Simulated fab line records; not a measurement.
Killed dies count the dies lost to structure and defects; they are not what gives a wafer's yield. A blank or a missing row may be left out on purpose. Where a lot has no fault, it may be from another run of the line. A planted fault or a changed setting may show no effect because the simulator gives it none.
Which tool is to blame? | flow nand_harc | Sampling: 6 lots, 18 wafers, 5 of 1302 route steps

## WHAT EACH GAUGE READ, for each wafer
NHARC_END_SORT_01.
lot  | measured     | on        | killed_at_periphery
L635 | day 24 20:28 | prober-01 | 5 11 3
L646 | day 29 17:01 | prober-01 | 5 4 8
L652 | day 31 12:07 | prober-01 | 9 9 5

## WHAT TOOL EACH LOT RAN ON (gives the tool, then ch and the chambers of the sampled wafers, and finally the start)
lot  | NHARC_P_STI_DESCUM_14              | NHARC_P_GATE_DESCUM_13             | NHARC_P_GATE_DEP_103            | NHARC_P_GATE_STRIP_108
L635 | rie_diel-09 ch 0,2,3, day 3 05:05  | rie_diel-07 ch 0,1, day 4 21:58    | pecvd-03 ch 0,1, day 5 11:48    | rie_diel-11 ch 0,1, day 5 13:15
L646 | rie_diel-12 ch 0,1,2, day 7 18:29  | rie_diel-11 ch 1,2, day 9 11:54    | pecvd-01 ch 0,1,2, day 10 02:02 | rie_diel-06 ch 0,1, day 10 03:31
L650 | rie_diel-09 ch 0,3, day 9 12:35    | rie_diel-11 ch 2,3, day 10 23:56   | pecvd-03 ch 0,1,2, day 11 18:16 | rie_diel-06 ch 0,1,3, day 11 19:48
L652 | rie_diel-12 ch 1,2,3, day 10 07:14 | rie_diel-07 ch 0,1,2, day 11 19:52 | pecvd-01 ch 0,2, day 12 14:47   | rie_diel-06 ch 0,2, day 12 16:17
L654 | rie_diel-13 ch 0,2,3, day 11 04:14 | rie_diel-06 ch 0,2, day 12 15:47   | pecvd-01 ch 0,1, day 13 08:23   | rie_diel-06 ch 1,2, day 13 09:46
L657 | rie_diel-13 ch 0,1,2, day 12 09:20 | rie_diel-11 ch 0,1,2, day 13 19:31 | pecvd-02 ch 0,1,2, day 14 08:58 | rie_diel-11 ch 0,1,2, day 14 10:26
- NHARC_P_STI_DESCUM_14: chemistry O2, time 3 s.
- NHARC_P_GATE_DESCUM_13: chemistry O2, time 3 s.
- NHARC_P_GATE_DEP_103: deposits SiON, target thk 30 nm.
- NHARC_P_GATE_STRIP_108: strips in O2.

## THE ANSWER, worked out from the rows above alone
Rule: the lots themselves supply what counts as usual. The widest of any qualifying gaps counts: lots, ordered by their means at a reading, are off when they make up no more than a third of the lots, leave a main group of 4 or more, and stand apart from it by 3 or more times the standard deviation of that group's means. If all means in a main group match to the digits the tables above print for the reading, that group is not used. A lot without any number at a reading at which 4 lots or more have one is off too. Any other lot the step has rows for is counted as sound.
No lot is off on any of the readings shown, so nothing can be concluded from this.

## WHAT HAD BEEN PUT IN BY THE SIMULATOR
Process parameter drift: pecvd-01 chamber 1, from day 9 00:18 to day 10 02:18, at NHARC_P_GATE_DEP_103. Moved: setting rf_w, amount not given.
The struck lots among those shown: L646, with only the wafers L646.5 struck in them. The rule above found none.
